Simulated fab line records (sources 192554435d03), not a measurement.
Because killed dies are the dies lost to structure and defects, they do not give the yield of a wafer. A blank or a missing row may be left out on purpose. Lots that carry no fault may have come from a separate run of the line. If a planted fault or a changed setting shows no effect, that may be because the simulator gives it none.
Chamber matching || flow n5 finfet || N5_BEOL_M6_STRIP_19 on rie diel-04: 4 sister chambers
The step strips in O2. 8 wafers are shown with their chamber, then 8 later ones without.

== EACH WAFER AND ITS CHAMBER ==
{"wafer": "L085.4", "chamber": 3, "throttle valve pct (%)": 16.18, "showerhead plenum p Torr (Torr)": 2.15}
{"wafer": "L085.5", "chamber": 0, "throttle valve pct (%)": 16.40, "showerhead plenum p Torr (Torr)": 2.13}
{"wafer": "L088.2", "chamber": 2, "throttle valve pct (%)": 16.62, "showerhead plenum p Torr (Torr)": 2.12}
{"wafer": "L088.6", "chamber": 2, "throttle valve pct (%)": 16.59, "showerhead plenum p Torr (Torr)": 2.12}
{"wafer": "L089.1", "chamber": 0, "throttle valve pct (%)": 16.41, "showerhead plenum p Torr (Torr)": 2.13}
{"wafer": "L089.4", "chamber": 1, "throttle valve pct (%)": 16.32, "showerhead plenum p Torr (Torr)": 2.20}
{"wafer": "L089.6", "chamber": 1, "throttle valve pct (%)": 16.32, "showerhead plenum p Torr (Torr)": 2.20}
{"wafer": "L090.1", "chamber": 3, "throttle valve pct (%)": 16.22, "showerhead plenum p Torr (Torr)": 2.14}

== WAFERS MISSING THEIR CHAMBER ==
{"wafer": "L090.3", "throttle valve pct (%)": 16.61, "showerhead plenum p Torr (Torr)": 2.12}
{"wafer": "L090.5", "throttle valve pct (%)": 16.63, "showerhead plenum p Torr (Torr)": 2.12}
{"wafer": "L097.3", "throttle valve pct (%)": 16.44, "showerhead plenum p Torr (Torr)": 2.12}
{"wafer": "L097.5", "throttle valve pct (%)": 16.35, "showerhead plenum p Torr (Torr)": 2.20}
{"wafer": "L097.6", "throttle valve pct (%)": 16.65, "showerhead plenum p Torr (Torr)": 2.11}
{"wafer": "L096.2", "throttle valve pct (%)": 16.37, "showerhead plenum p Torr (Torr)": 2.20}
{"wafer": "L096.4", "throttle valve pct (%)": 16.46, "showerhead plenum p Torr (Torr)": 2.12}
{"wafer": "L096.6", "throttle valve pct (%)": 16.66, "showerhead plenum p Torr (Torr)": 2.11}

== EACH ONE'S CHAMBER ==
{"wafer": "L090.3", "from the rows above": 2, "in truth": 2}
{"wafer": "L090.5", "from the rows above": 2, "in truth": 2}
{"wafer": "L097.3", "from the rows above": 0, "in truth": 0}
{"wafer": "L097.5", "from the rows above": 1, "in truth": 1}
{"wafer": "L097.6", "from the rows above": 2, "in truth": 2}
{"wafer": "L096.2", "from the rows above": 1, "in truth": 1}
{"wafer": "L096.4", "from the rows above": 0, "in truth": 0}
{"wafer": "L096.6", "from the rows above": 2, "in truth": 2}
Correctly placed: 8 of 8. Left unplaced by these rows: 0. Wrongly placed: 0.
How it was worked out, from the rows above alone: a wafer's distance from a chamber is the root of the sum, over the readings, of the square of ((its reading less the chamber's mean) divided by the reading's scatter). The wafer belongs to the nearest chamber; if the next one is less than 2 further off, it can't be placed. Each chamber's mean is taken over the wafers shown for it. The scatter: take each reading less its chamber's mean, square it, sum over the shown wafers, divide by the number of wafers less the number of chambers, and take the root.
